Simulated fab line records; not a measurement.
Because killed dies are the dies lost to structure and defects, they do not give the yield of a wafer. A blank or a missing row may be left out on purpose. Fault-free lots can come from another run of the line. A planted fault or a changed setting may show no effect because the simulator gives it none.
fab line records    flow n5Finfet
record lots=10  wafers=30  lastDay=18
route steps=1938 shown SPACER0@260 BEOL_M4@1096 PASSIVATION@1936
lots that met no fault: from a run of the same line without faults
startH: the number of hours between the record's first day and the start of the first shown wafer of the lot    waitH: hours elapsed since this lot's preceding step    " same as the row above    L1.1+2: one row covering several wafers at once    - no value, or no start given    * or withheld: withheld    < > ~ a bound
route shown NAME@n: NAME is a module with steps in the file, n the number in the route of the first one    usual: the fault-free wafers' mean and standard deviation    same: alike in all rows    chamber/n: place in a boat    sites: the reading at each site    _std_site: the values' standard deviation    _edge_site: mean of outer sites minus mean of inner sites    radiusMm: how far each site lies from the wafer's centre    mask NAME#n: copy n    behind: the last tool/chamber to shape the wafer    hold: why the lot went on hold/how many hours it stayed there/how the hold came to an end    device: the transistor (n, p or np) that didn't switch    end of line: the same wafers' tests at the end of the route    a step with no rows: only its recipe    killed: not the wafer's yield, but the dies lost to structure and defects at the first sort    map: a wafer's dies, x killed, . not, _ none there
set.NAME: the setting as run; set.NAME@STEP: as run at that earlier step    model.NAME: the simulator's own value behind a step, which no gauge read
a sample of lots followed through the steps of the route, with each step as a table and each wafer as a row
services: from which hour (startH, from the record's first day; less than 0 if before it) a tool's chamber was out of use, for how many hours, and why
## steps
# step N5_SPACER0_ALD_08
# recipe material=SiNx  targetThkA=20  tempC=400  aldPrecursorFamily=SiH2I2  aldCoReactant=N2/H2-plasma  pressureTorr=2
# usual heaterPowerW=840/98
lot.wafer  tool       chamber  startH  waitH  heaterPowerW
L423.1     aldSin-04  0        49.18   0.1    861
L423.2     "          1        "       "      880
L423.3     "          3        "       "      770
L424.3     aldSin-04  0        53.77   0.1    842
L424.4     "          1        "       "      843
L424.6     "          2        "       "      711
L427.2     aldSin-02  1        71.83   0.1    798
L427.4     "          2        "       "      740
L427.5     "          0        "       "      891
L428.3     aldSin-04  2        78.75   0.1    719
L428.4     "          0        "       "      860
L428.6     "          3        "       "      775
L430.1     aldSin-04  0        95.27   0.1    869
L430.2     "          2        "       "      724
L430.5     "          2        "       "      694
L432.1     aldSin-04  0        108.79  0.3    895
L432.2     "          3        "       "      767
L432.5     "          3        "       "      796
L434.2     aldSin-04  0        122.51  0.1    879
L434.4     "          3        "       "      775
L434.6     "          1        "       "      835
L436.1     aldSin-04  1        130.53  0.1    840
L436.2     "          2        "       "      709
L436.6     "          2        "       "      717
L444.2     aldSin-02  2        175.02  0.1    716
L444.4     "          0        "       "      897
L444.5     "          1        "       "      776
L446.4     aldSin-01  1        187.06  0.1    846
L446.5     "          3        "       "      889
L446.6     "          2        "       "      1042
# step N5_BEOL_M4_SPUTTER_92
# recipe material=Cu  targetThkA=45  tempC=-20  chamberPressurePa=0.07  powerW=withheld  timeS=8.29
# usual throttleValvePct=29.7/1
lot.wafer  tool           chamber  startH  waitH  throttleValvePct
L423.1     pvdSputter-03  -        167.58  0.1    29.0
L423.2     "              -        "       "      27.9
L423.3     "              -        "       "      31.2
L424.3     pvdSputter-03  -        190.44  0.1    27.9
L424.4     "              -        "       "      29.3
L424.6     "              -        "       "      30.0
L427.2     pvdSputter-02  -        193.85  0.1    28.7
L427.4     "              -        "       "      30.5
L427.5     "              -        "       "      30.1
L428.3     pvdSputter-02  -        195.73  0.1    30.1
L428.4     "              -        "       "      29.7
L428.6     "              -        "       "      30.2
L430.1     pvdSputter-01  -        198.62  0.1    28.9
L430.2     "              -        "       "      31.2
L430.5     "              -        "       "      30.2
L432.1     pvdSputter-02  -        220.38  0.1    30.4
L432.2     "              -        "       "      29.5
L432.5     "              -        "       "      29.6
L434.2     pvdSputter-02  -        230.21  0.1    30.1
L434.4     "              -        "       "      28.9
L434.6     "              -        "       "      30.3
L436.1     pvdSputter-02  -        248.12  0.1    30.5
L436.2     "              -        "       "      30.1
L436.6     "              -        "       "      29.7
L444.2     pvdSputter-03  -        291.29  0.1    29.7
L444.4     "              -        "       "      29.3
L444.5     "              -        "       "      29.2
L446.4     pvdSputter-03  -        310.27  0.1    27.8
L446.5     "              -        "       "      29.4
L446.6     "              -        "       "      30.9
# step N5_BEOL_M4_RS_MEAS_58
# recipe thkMeasGauge=four-point-probe  reads=Co_of_BEOL_M4_CO_CAP_55+Cu_of_BEOL_M4_ECD_50+Co_of_BEOL_M4_CVD_47+TaN_of_BEOL_M4_ALD_84
# usual M4_RS=0.678/0.028
lot.wafer  tool          chamber  startH  waitH  M4_RS[ohm/sq]
L423.1     filmMetro-02  -        169.47  0.0    0.644
L423.2     "             -        "       "      0.635
L423.3     "             -        "       "      0.647
L424.3     filmMetro-02  -        191.95  0.1    0.700
L424.4     "             -        "       "      0.703
L424.6     "             -        "       "      0.679
L427.2     filmMetro-02  -        195.34  0.1    0.682
L427.4     "             -        "       "      0.662
L427.5     "             -        "       "      0.634
L428.3     filmMetro-02  -        197.22  0.1    0.716
L428.4     "             -        "       "      0.693
L428.6     "             -        "       "      0.728
L430.1     filmMetro-02  -        200.10  0.0    0.706
L430.2     "             -        "       "      0.643
L430.5     "             -        "       "      0.665
L432.1     filmMetro-01  -        221.87  0.0    0.659
L432.2     "             -        "       "      0.670
L432.5     "             -        "       "      0.657
L434.2     filmMetro-01  -        231.72  0.1    0.643
L434.4     "             -        "       "      0.688
L434.6     "             -        "       "      0.683
L436.1     filmMetro-01  -        249.61  0.0    0.714
L436.2     "             -        "       "      0.705
L436.6     "             -        "       "      0.699
L444.2     filmMetro-01  -        292.99  0.1    0.685
L444.4     "             -        "       "      0.676
L444.5     "             -        "       "      0.671
L446.4     filmMetro-01  -        311.82  0.0    0.714
L446.5     "             -        "       "      0.670
L446.6     "             -        "       "      0.686
# step N5_BEOL_M4_INSPECT_59
# recipe inspectInstrument=darkfield  mode=postDep
# usual rawDefectCount=79/28
lot.wafer  tool              chamber  startH  waitH  rawDefectCount
L423.1     defectInspect-01  -        169.49  0.0    92
L423.2     "                 -        "       "      79
L423.3     "                 -        "       "      115
L424.3     defectInspect-01  -        191.98  0.0    75
L424.4     "                 -        "       "      55
L424.6     "                 -        "       "      48
L427.2     defectInspect-02  -        195.36  0.0    93
L427.4     "                 -        "       "      83
L427.5     "                 -        "       "      115
L428.3     defectInspect-02  -        197.25  0.0    122
L428.4     "                 -        "       "      79
L428.6     "                 -        "       "      79
L430.1     defectInspect-02  -        200.13  0.0    46
L430.2     "                 -        "       "      38
L430.5     "                 -        "       "      59
L432.1     defectInspect-02  -        221.90  0.0    68
L432.2     "                 -        "       "      53
L432.5     "                 -        "       "      62
L434.2     defectInspect-01  -        231.74  0.0    84
L434.4     "                 -        "       "      73
L434.6     "                 -        "       "      44
L436.1     defectInspect-01  -        249.63  0.0    111
L436.2     "                 -        "       "      49
L436.6     "                 -        "       "      52
L444.2     defectInspect-02  -        293.01  0.0    78
L444.4     "                 -        "       "      90
L444.5     "                 -        "       "      53
L446.4     defectInspect-02  -        311.84  0.0    53
L446.5     "                 -        "       "      86
L446.6     "                 -        "       "      59
# step N5_BEOL_M4_RC_MEAS_101
# usual DIBL_N=36.9/1.7  DIBL_P=36.7/2.1  IOFF_N=0.17/0.032  IOFF_P=0.22/0.036  ION_N=674/12  ION_P=461/7  REXT_N=75.2/1.5  REXT_P=101.1/2.4  SS_N=71.7/0.6  SS_P=73.4/0.67  VT_N=249/3.1  VT_P=-250/3.2  VT_P_LVT=-98.4/2.9
lot.wafer  tool       chamber  startH  waitH  DIBL_N[mV/V]  DIBL_P[mV/V]  IOFF_N[nA/um]  IOFF_P[nA/um]  ION_N[uA/um]  ION_P[uA/um]  REXT_N[ohm.um]  REXT_P[ohm.um]  SS_N[mV/dec]  SS_P[mV/dec]  VT_N[mV]  VT_P[mV]  VT_P_LVT[mV]
L423.1     prober-01  0        169.52  0.0    35.5          35.5          0.14           0.18           657           448           74.2            100.9           71.7          72.8          253       -254      -100.7
L423.2     "          0        "       "      36.4          36.6          0.15           0.20           674           464           75.1            100.2           71.3          73.2          254       -251      -98.1
L423.3     "          0        "       "      35.7          34.9          0.14           0.18           666           456           74.3            101.3           70.9          73.1          250       -251      -98.9
L424.3     prober-02  0        192.31  0.3    37.7          37.5          0.18           0.22           674           463           77.1            98.0            71.6          73.8          250       -249      -96.2
L424.4     "          0        "       "      36.5          35.6          0.16           0.19           666           456           75.2            98.4            71.3          73.2          250       -252      -98.8
L424.6     "          0        "       "      36.5          36.0          0.16           0.19           676           453           75.1            99.6            71.7          73.5          250       -252      -97.8
L427.2     prober-02  0        195.54  0.2    37.5          38.3          0.17           0.21           668           460           74.0            98.5            71.6          73.6          250       -252      -97.5
L427.4     "          0        "       "      40.4          42.5          0.24           0.28           691           463           75.4            99.4            72.7          75.5          242       -248      -94.0
L427.5     "          0        "       "      37.1          38.5          0.16           0.21           678           461           74.5            98.4            72.3          73.6          250       -251      -97.0
L428.3     prober-02  0        197.64  0.4    38.0          40.4          0.20           0.27           687           469           78.3            97.7            72.1          73.6          244       -246      -96.4
L428.4     "          0        "       "      35.7          36.3          0.16           0.20           670           464           77.1            98.4            71.7          72.8          248       -251      -100.4
L428.6     "          0        "       "      37.3          39.3          0.18           0.26           671           463           78.3            97.8            72.3          73.7          248       -248      -97.0
L430.1     prober-01  0        200.16  0.0    36.3          36.9          0.17           0.23           685           471           77.0            102.2           71.0          73.6          245       -246      -97.0
L430.2     "          0        "       "      35.7          35.5          0.14           0.21           662           460           78.5            102.6           71.5          73.7          250       -250      -98.9
L430.5     "          0        "       "      37.0          37.6          0.17           0.25           676           467           77.5            102.7           71.1          72.9          248       -246      -96.6
L432.1     prober-01  0        221.92  0.0    34.8          34.7          0.15           0.20           662           461           75.8            97.6            71.6          72.5          251       -249      -99.5
L432.2     "          0        "       "      34.6          34.8          0.13           0.21           657           454           75.8            97.8            70.7          71.8          253       -252      -98.8
L432.5     "          0        "       "      35.2          35.8          0.15           0.23           673           464           75.7            97.8            71.5          72.8          251       -249      -98.5
L434.2     prober-01  0        231.92  0.2    36.1          35.3          0.15           0.22           668           466           73.9            101.8           71.4          72.6          250       -246      -97.5
L434.4     "          0        "       "      34.8          34.0          0.13           0.19           656           457           74.0            101.2           70.9          71.8          253       -252      -100.2
L434.6     "          0        "       "      35.1          34.4          0.14           0.19           665           459           73.7            101.4           71.9          72.7          252       -249      -98.8
L436.1     prober-02  0        249.66  0.0    34.9          35.1          0.13           0.16           673           455           73.1            98.4            70.6          73.0          251       -256      -103.1
L436.2     "          0        "       "      32.0          32.1          0.09           0.11           643           433           80.0            109.8           70.5          72.6          259       -262      -111.1
L436.6     "          0        "       "      36.9          37.2          0.17           0.19           686           459           72.4            99.8            71.6          74.1          250       -251      -101.9
L444.2     prober-02  0        293.19  0.2    35.5          34.9          0.14           0.19           673           462           76.8            100.4           72.0          73.8          254       -250      -100.9
L444.4     "          0        "       "      32.0          30.8          0.10           0.14           651           452           77.3            100.1           69.8          72.5          255       -255      -104.1
L444.5     "          0        "       "      35.6          34.9          0.14           0.20           667           462           76.3            101.3           71.3          73.7          255       -251      -98.9
L446.4     prober-01  0        312.33  0.5    39.1          38.5          0.18           0.23           663           460           74.9            105.6           71.9          74.1          251       -249      -98.0
L446.5     "          0        "       "      37.7          37.1          0.16           0.22           659           458           75.9            104.9           72.1          73.7          252       -248      -98.8
L446.6     "          0        "       "      39.5          39.5          0.19           0.26           681           467           75.4            104.7           72.8          73.8          251       -247      -95.8
# step N5_PASSIVATION_PROBE_49
# usual defectLimitedYield=91.7/1.5  killed_at_M0_to_M3=32/9.6  killed_at_M4_up=13/5.3  killedAtContacts=12/6.8  killedAtFrontEnd=36/9.8  killedAtOther=4/3.1  killedDies=98/17  killedOpen=65/13  killedShort=32/8.5  sort_bin_5_function=4.9/0.93  sort_bin_6_memory=3.2/0.67  sort_bin_8_speed=0.00/0.02  sortNPass=1082/17  sortYieldPct=91.7/1.4
# same grossDies=1180  killedAtBackSide=0  sort_bin_4_leakage[%]=0
lot.wafer  tool       chamber  startH  waitH  defectLimitedYield[%]  killed_at_M0_to_M3  killed_at_M4_up  killedAtContacts  killedAtFrontEnd  killedAtOther  killedDies  killedOpen  killedShort  sort_bin_5_function[%]  sort_bin_6_memory[%]  sort_bin_8_speed[%]  sortNPass  sortYieldPct[%]
L423.1     prober-01  -        272.12  0.0    92.8                   33                  10               14                28                0              85          63          21           4.7                     2.4                   0                    1095       92.8
L423.2     prober-01  -        272.17  0.1    91.0                   34                  6                27                37                2              106         71          34           4.6                     4.4                   0                    1074       91.0
L423.3     prober-01  -        272.22  0.1    91.3                   42                  7                15                37                2              103         64          38           5.3                     3.1                   0                    1077       91.3
L424.3     prober-02  -        288.37  0.1    92.3                   50                  7                9                 21                4              91          54          36           4.4                     3.1                   0                    1089       92.3
L424.4     prober-02  -        288.42  0.2    91.9                   39                  8                10                35                4              96          64          32           4.6                     3.2                   0                    1084       91.9
L424.6     prober-02  -        288.52  0.3    92.7                   37                  12               4                 27                6              86          50          35           3.8                     3.2                   0                    1094       92.7
L427.2     prober-01  -        293.20  0.1    89.7                   46                  16               14                41                4              121         82          38           5.3                     4.6                   0                    1059       89.7
L427.4     prober-01  -        293.30  0.2    90.5                   31                  14               7                 54                6              112         80          31           5.3                     3.9                   0                    1068       90.5
L427.5     prober-01  -        293.35  0.2    91.7                   36                  13               16                31                2              98          65          31           5.1                     3.0                   0                    1082       91.7
L428.3     prober-01  -        294.73  0.1    93.6                   29                  15               16                13                3              76          56          18           3.5                     2.8                   0                    1104       93.6
L428.4     prober-01  -        294.78  0.2    92.7                   32                  10               12                28                4              86          53          32           4.6                     2.5                   0                    1094       92.7
L428.6     prober-01  -        294.88  0.3    91.4                   36                  10               6                 44                5              101         78          23           5.0                     3.5                   0                    1079       91.4
L430.1     prober-02  -        306.07  0.0    90.9                   33                  16               8                 48                2              107         73          32           5.2                     3.5                   0                    1073       90.9
L430.2     prober-02  -        306.12  0.1    91.5                   28                  15               14                43                0              100         69          28           4.7                     3.6                   0                    1080       91.5
L430.5     prober-02  -        306.27  0.2    93.3                   20                  11               8                 36                4              79          57          20           3.6                     3.0                   0                    1101       93.3
L432.1     prober-01  -        318.32  0.0    89.1                   39                  11               11                65                3              129         88          41           6.4                     4.0                   0                    1051       89.1
L432.2     prober-01  -        318.37  0.1    90.6                   38                  12               17                41                3              111         79          30           5.4                     3.5                   0                    1069       90.6
L432.5     prober-01  -        318.52  0.2    93.1                   35                  6                8                 30                2              81          62          18           4.4                     2.4                   0                    1099       93.1
L434.2     prober-02  -        329.90  0.1    91.4                   43                  9                7                 39                4              102         73          29           5.2                     3.1                   0                    1078       91.4
L434.4     prober-02  -        330.00  0.2    90.8                   38                  23               15                32                1              109         90          19           5.3                     3.8                   0                    1071       90.8
L434.6     prober-02  -        330.10  0.3    93.7                   35                  3                14                20                2              74          49          25           4.1                     2.1                   0                    1106       93.7
L436.1     prober-02  -        351.38  0.0    90.2                   38                  29               14                35                0              116         76          33           6.1                     2.9                   0                    1064       90.2
L436.2     prober-02  -        351.43  0.1    92.2                   27                  21               3                 40                1              92          62          28           4.7                     2.9                   18.14                874        74.1
L436.6     prober-02  -        351.63  0.3    94.3                   24                  15               1                 22                5              67          48          17           3.6                     2.0                   0                    1113       94.3
L444.2     prober-01  -        398.46  0.1    93.0                   20                  20               14                25                4              83          56          27           3.6                     3.2                   0                    1097       93.0
L444.4     prober-01  -        398.56  0.2    91.4                   26                  13               21                36                5              101         64          37           5.0                     3.2                   0                    1079       91.4
L444.5     prober-01  -        398.61  0.2    92.5                   35                  5                12                33                4              89          58          31           4.0                     3.3                   0                    1091       92.5
L446.4     prober-02  -        422.61  0.2    92.2                   28                  8                17                39                0              92          63          23           4.6                     2.7                   0                    1088       92.2
L446.5     prober-02  -        422.66  0.2    92.5                   29                  6                12                41                0              88          57          27           3.9                     3.1                   0                    1092       92.5
L446.6     prober-02  -        422.71  0.3    90.1                   20                  18               10                65                4              117         82          35           5.1                     4.4                   0                    1063       90.1
# killed by level:class
L423.1 BEOL_M0_SAQP:geometricParticle:open=14 STI_FIN_REVEAL:geometricParticle:open=12 MOL_CONTACT_COAG:geometricParticle:open=12 BEOL_M0_SAQP:geometricParticle:short=8 FIN_SAQP:geometricParticle:short=5 BEOL_M3:geometricParticle:open=5 FIN_SAQP:geometricParticle:open=4 BEOL_M1:geometricParticle:open=3
L423.2 MOL_CONTACT_COAG:geometricParticle:open=21 BEOL_M0_SAQP:geometricParticle:open=10 STI_FIN_REVEAL:geometricParticle:open=9 GATE_CUT:geometricParticle:short=7 BEOL_M3:geometricParticle:open=7 MOL_CONTACT_COAG:geometricParticle:short=6 DUMMY_GATE:geometricParticle:open=4 BEOL_M0_SAQP:geometricParticle:short=4
L423.3 BEOL_M0_SAQP:geometricParticle:short=15 MOL_CONTACT_COAG:geometricParticle:open=13 BEOL_M0_SAQP:geometricParticle:open=11 FIN_SAQP:geometricParticle:short=8 STI_FIN_REVEAL:geometricParticle:open=7 DUMMY_GATE:geometricParticle:open=7 FIN_SAQP:geometricParticle:open=6 BEOL_M3:geometricParticle:open=6
L424.3 BEOL_M0_SAQP:geometricParticle:open=12 BEOL_M0_SAQP:geometricParticle:short=10 BEOL_M2:geometricParticle:open=9 MOL_CONTACT_COAG:geometricParticle:open=6 BEOL_M3:geometricParticle:open=6 BEOL_M0:geometricParticle:short=5 FIN_SAQP:geometricParticle:short=4 DUMMY_GATE:geometricParticle:open=3
L424.4 DUMMY_GATE:geometricParticle:open=13 MOL_CONTACT_COAG:geometricParticle:open=8 FIN_SAQP:geometricParticle:short=7 BEOL_M2:geometricParticle:open=7 BEOL_M3:geometricParticle:open=7 BEOL_M1:geometricParticle:short=6 BEOL_M1:geometricParticle:open=6 BEOL_M0_SAQP:geometricParticle:open=5
L424.6 BEOL_M0_SAQP:geometricParticle:short=14 BEOL_M0_SAQP:geometricParticle:open=11 FIN_SAQP:geometricParticle:short=4 BEOL_M2:geometricParticle:open=4 BEOL_M4:geometricParticle:open=4 FIN_SAQP:geometricParticle:open=3 STI_FIN_REVEAL:geometricParticle:open=3 DUMMY_GATE:geometricParticle:open=3
L427.2 BEOL_M2:geometricParticle:open=15 GATE_CUT:geometricParticle:short=11 MOL_CONTACT_COAG:geometricParticle:open=11 BEOL_M3:geometricParticle:open=9 BEOL_M1:geometricParticle:open=8 FIN_SAQP:geometricParticle:open=4 FIN_CUT:geometricParticle:short=4 GATE_CUT:geometricParticle:open=4
L427.4 FIN_SAQP:geometricParticle:open=15 BEOL_M3:geometricParticle:open=10 GATE_CUT:geometricParticle:short=9 BEOL_M2:geometricParticle:open=9 FIN_SAQP:geometricParticle:short=8 BEOL_M4:geometricParticle:open=6 BEOL_M5:geometricParticle:open=5 STI_FIN_REVEAL:geometricParticle:open=5
L427.5 MOL_CONTACT_COAG:geometricParticle:open=13 BEOL_M2:geometricParticle:open=9 FIN_SAQP:geometricParticle:open=8 BEOL_M4:geometricParticle:open=8 FIN_SAQP:geometricParticle:short=6 BEOL_M3:geometricParticle:short=5 BEOL_M3:geometricParticle:open=5 STARTING-WAFER:geometricParticle:open=5
L428.3 MOL_CONTACT_COAG:geometricParticle:open=14 BEOL_M0_SAQP:geometricParticle:short=9 BEOL_M4:geometricParticle:open=7 BEOL_M0_SAQP:geometricParticle:open=6 BEOL_M2:geometricParticle:open=5 BEOL_M1:geometricParticle:open=4 BEOL_M3:geometricParticle:open=4 GATE_CUT:geometricParticle:short=3
L428.4 BEOL_M0_SAQP:geometricParticle:short=9 STI_FIN_REVEAL:geometricParticle:open=8 MOL_CONTACT_COAG:geometricParticle:short=8 BEOL_M2:geometricParticle:open=8 BEOL_M0_SAQP:geometricParticle:open=6 DUMMY_GATE:geometricParticle:open=5 MOL_CONTACT_COAG:geometricParticle:open=4 BEOL_M1:geometricParticle:open=4
L428.6 STI_FIN_REVEAL:geometricParticle:open=20 BEOL_M2:geometricParticle:open=11 BEOL_M0_SAQP:geometricParticle:open=7 FIN_SAQP:geometricParticle:open=5 MOL_CONTACT_COAG:geometricParticle:open=5 BEOL_M0_SAQP:geometricParticle:short=4 BEOL_M1:geometricParticle:open=4 BEOL_M3:geometricParticle:open=4
L430.1 STI_FIN_REVEAL:geometricParticle:open=13 BEOL_M0_SAQP:geometricParticle:open=13 FIN_SAQP:geometricParticle:open=12 MOL_CONTACT_COAG:geometricParticle:open=8 BEOL_M0_SAQP:geometricParticle:short=7 BEOL_M1:geometricParticle:open=5 FIN_SAQP:geometricParticle:short=4 GATE_CUT:geometricParticle:short=4
L430.2 STI_FIN_REVEAL:geometricParticle:open=13 MOL_CONTACT_COAG:geometricParticle:open=12 FIN_SAQP:geometricParticle:short=8 BEOL_M1:geometricParticle:open=8 BEOL_M0_SAQP:geometricParticle:open=6 FIN_SAQP:geometricParticle:open=5 BEOL_M0_SAQP:geometricParticle:short=5 BEOL_M2:geometricParticle:open=5
L430.5 STI_FIN_REVEAL:geometricParticle:open=15 GATE_CUT:geometricParticle:short=7 MOL_CONTACT_COAG:geometricParticle:open=7 BEOL_M2:geometricParticle:open=6 DUMMY_GATE:geometricParticle:open=4 BEOL_M0_SAQP:geometricParticle:open=4 BEOL_M3:geometricParticle:open=4 FIN_SAQP:geometricParticle:open=3
L432.1 FIN_SAQP:geometricParticle:open=30 FIN_SAQP:geometricParticle:short=21 BEOL_M1:geometricParticle:open=13 MOL_CONTACT_COAG:geometricParticle:open=10 BEOL_M0_SAQP:geometricParticle:open=10 BEOL_M2:geometricParticle:open=9 DUMMY_GATE:geometricParticle:short=4 BEOL_M8:geometricParticle:open=4
L432.2 MOL_CONTACT_COAG:geometricParticle:open=15 BEOL_M3:geometricParticle:open=15 FIN_SAQP:geometricParticle:open=13 STI_FIN_REVEAL:geometricParticle:open=8 FIN_SAQP:geometricParticle:short=7 BEOL_M2:geometricParticle:open=7 BEOL_M0_SAQP:geometricParticle:open=6 BEOL_M1:geometricParticle:open=4
L432.5 BEOL_M1:geometricParticle:open=12 FIN_SAQP:geometricParticle:open=9 MOL_CONTACT_COAG:geometricParticle:open=8 BEOL_M2:geometricParticle:open=7 STI_FIN_REVEAL:geometricParticle:open=6 BEOL_M0_SAQP:geometricParticle:short=5 BEOL_M3:geometricParticle:open=5 GATE_CUT:geometricParticle:short=4
L434.2 FIN_SAQP:geometricParticle:open=9 BEOL_M1:geometricParticle:open=8 STI_FIN_REVEAL:geometricParticle:open=8 BEOL_M0_SAQP:geometricParticle:open=8 MOL_CONTACT_COAG:geometricParticle:open=7 BEOL_M2:geometricParticle:open=7 BEOL_M3:geometricParticle:open=7 BEOL_M0_SAQP:geometricParticle:short=5
L434.4 STI_FIN_REVEAL:geometricParticle:open=17 BEOL_M4:geometricParticle:open=16 MOL_CONTACT_COAG:geometricParticle:open=14 BEOL_M3:geometricParticle:open=10 BEOL_M0_SAQP:geometricParticle:open=8 BEOL_M0_SAQP:geometricParticle:short=6 BEOL_M2:geometricParticle:open=4 BEOL_M1:geometricParticle:open=4
L434.6 MOL_CONTACT_COAG:geometricParticle:open=9 BEOL_M0_SAQP:geometricParticle:short=8 BEOL_M0_SAQP:geometricParticle:open=7 STI_FIN_REVEAL:geometricParticle:open=5 MOL_CONTACT_COAG:geometricParticle:short=5 BEOL_M2:geometricParticle:open=5 BEOL_M3:geometricParticle:open=5 BEOL_M1:geometricParticle:open=4
L436.1 BEOL_M4:geometricParticle:open=16 MOL_CONTACT_COAG:geometricParticle:open=12 BEOL_M3:geometricParticle:open=10 FIN_SAQP:geometricParticle:open=7 BEOL_M0_SAQP:geometricParticle:short=6 BEOL_M1:geometricParticle:open=5 BEOL_M2:geometricParticle:open=5 HKMG_FIN:areaEtch=5
L436.2 FIN_SAQP:geometricParticle:short=11 BEOL_M3:geometricParticle:open=10 FIN_SAQP:geometricParticle:open=8 DUMMY_GATE:geometricParticle:open=7 BEOL_M0_SAQP:geometricParticle:short=6 BEOL_M7:geometricParticle:open=5 BEOL_M1:geometricParticle:open=5 BEOL_M4:geometricParticle:open=4
L436.6 BEOL_M3:geometricParticle:open=6 BEOL_M0_SAQP:geometricParticle:open=5 FIN_SAQP:geometricParticle:open=4 GATE_CUT:geometricParticle:short=4 BEOL_M0:geometricParticle:open=4 BEOL_M2:geometricParticle:open=4 BEOL_M4:geometricParticle:open=4 FIN_SAQP:geometricParticle:short=3
L444.2 BEOL_M4:geometricParticle:open=12 MOL_CONTACT_COAG:geometricParticle:open=9 BEOL_M3:geometricParticle:open=6 MOL_CONTACT_COAG:geometricParticle:short=5 BEOL_M0_SAQP:geometricParticle:short=5 GATE_CUT:geometricParticle:short=4 BEOL_M4:geometricParticle:short=4 FIN_SAQP:geometricParticle:open=3
L444.4 MOL_CONTACT_COAG:geometricParticle:open=15 BEOL_M4:geometricParticle:open=8 STI_FIN_REVEAL:geometricParticle:open=7 MOL_CONTACT_COAG:geometricParticle:short=6 BEOL_M3:geometricParticle:open=6 FIN_SAQP:geometricParticle:short=5 GATE_CUT:geometricParticle:short=5 GATE_CUT:geometricParticle:open=5
L444.5 BEOL_M3:geometricParticle:open=12 BEOL_M0_SAQP:geometricParticle:short=11 FIN_SAQP:geometricParticle:open=9 MOL_CONTACT_COAG:geometricParticle:open=7 BEOL_M0_SAQP:geometricParticle:open=7 STI_FIN_REVEAL:geometricParticle:open=5 MOL_CONTACT_COAG:geometricParticle:short=5 FIN_SAQP:geometricParticle:short=4
L446.4 MOL_CONTACT_COAG:geometricParticle:open=15 FIN_SAQP:geometricParticle:open=11 BEOL_M1:geometricParticle:open=8 BEOL_M2:geometricParticle:open=8 FIN_SAQP:geometricParticle:short=6 GATE_CUT:geometricParticle:short=5 GATE_CUT:geometricParticle:open=4 BEOL_M0:geometricParticle:open=4
L446.5 MOL_CONTACT_COAG:geometricParticle:open=12 FIN_SAQP:geometricParticle:short=9 BEOL_M2:geometricParticle:open=7 DUMMY_GATE:geometricParticle:open=6 BEOL_M0_SAQP:geometricParticle:open=5 FIN_SAQP:geometricParticle:open=4 STI_FIN_REVEAL:geometricParticle:open=4 BEOL_M0_SAQP:geometricParticle:short=4
L446.6 STI_FIN_REVEAL:geometricParticle:open=12 FIN_SAQP:geometricParticle:open=8 FIN_SAQP:geometricParticle:short=8 MOL_CONTACT_COAG:geometricParticle:open=8 GATE_CUT:geometricParticle:short=7 BEOL_M2:geometricParticle:open=7 BEOL_M4:geometricParticle:open=7 ILD0:geometricParticle:open=6
## services
tool           chamber  startH  hours  kind
aldSin-01      -        30.57   1.3    repair
aldSin-01      -        71.39   28.1   pm
aldSin-04      -        76.36   0.5    repair
aldSin-02      -        86.82   14.0   pm
aldSin-01      -        100.97  0.3    repair
pvdSputter-03  -        124.48  12.1   repair
pvdSputter-01  -        129.67  3.7    repair
pvdSputter-03  -        150.18  7.7    repair
aldSin-04      -        177.36  14.0   pm
aldSin-04      0        177.36  14.0   ventCycle
aldSin-04      1        177.36  14.0   ventCycle
aldSin-04      2        177.36  14.0   ventCycle
aldSin-04      3        177.36  14.0   ventCycle
aldSin-01      0        191.01  13.1   repair
aldSin-04      0        191.36  -      clean
aldSin-04      1        191.36  -      clean
aldSin-04      -        203.79  6.0    pm
aldSin-02      2        233.65  4.0    repair
aldSin-02      1        235.35  1.4    repair
aldSin-01      1        238.70  24.6   repair
aldSin-04      3        270.22  2.1    repair
aldSin-01      1        280.70  10.9   repair
aldSin-04      2        285.91  5.7    repair
aldSin-01      -        294.86  0.6    repair
## key
firstSign step=N5_BEOL_M4_RC_MEAS_101  reading=VT_P_LVT  direction=down  sigmas=4.4  usual=-98.4  struck=-111.1
effect step=N5_BEOL_M4_RC_MEAS_101  reading=VT_P  direction=down  sigmas=4  usual=-250  struck=-262
effect step=N5_BEOL_M4_RC_MEAS_101  reading=ION_P  direction=down  sigmas=3.9  usual=461  struck=433
effect step=N5_BEOL_M4_RC_MEAS_101  reading=REXT_P  direction=up  sigmas=3.6  usual=101.1  struck=109.8
effect step=N5_BEOL_M4_RC_MEAS_101  reading=REXT_N  direction=up  sigmas=3.1  usual=75.2  struck=80.0
effect step=N5_PASSIVATION_PROBE_49  reading=sort_bin_8_speed  direction=up  sigmas=99+  usual=0.00  struck=18.14
metAt N5_SPACER0_ALD_08
struckLots L436
struckWafers L436.2
notActingAt N5_BEOL_M4_SPUTTER_92,N5_BEOL_M4_RS_MEAS_58,N5_BEOL_M4_INSPECT_59
onsetBetween 122.51 130.53
fault kind=processParameterDrift  tool=aldSin-04  chamber=-  onsetH=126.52  steps=N5_SPACER0_ALD_08  channel=targetThkA  offset=*  shape=step  endH=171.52  scope=struckWafersOnly  actsIn=*  stated=*
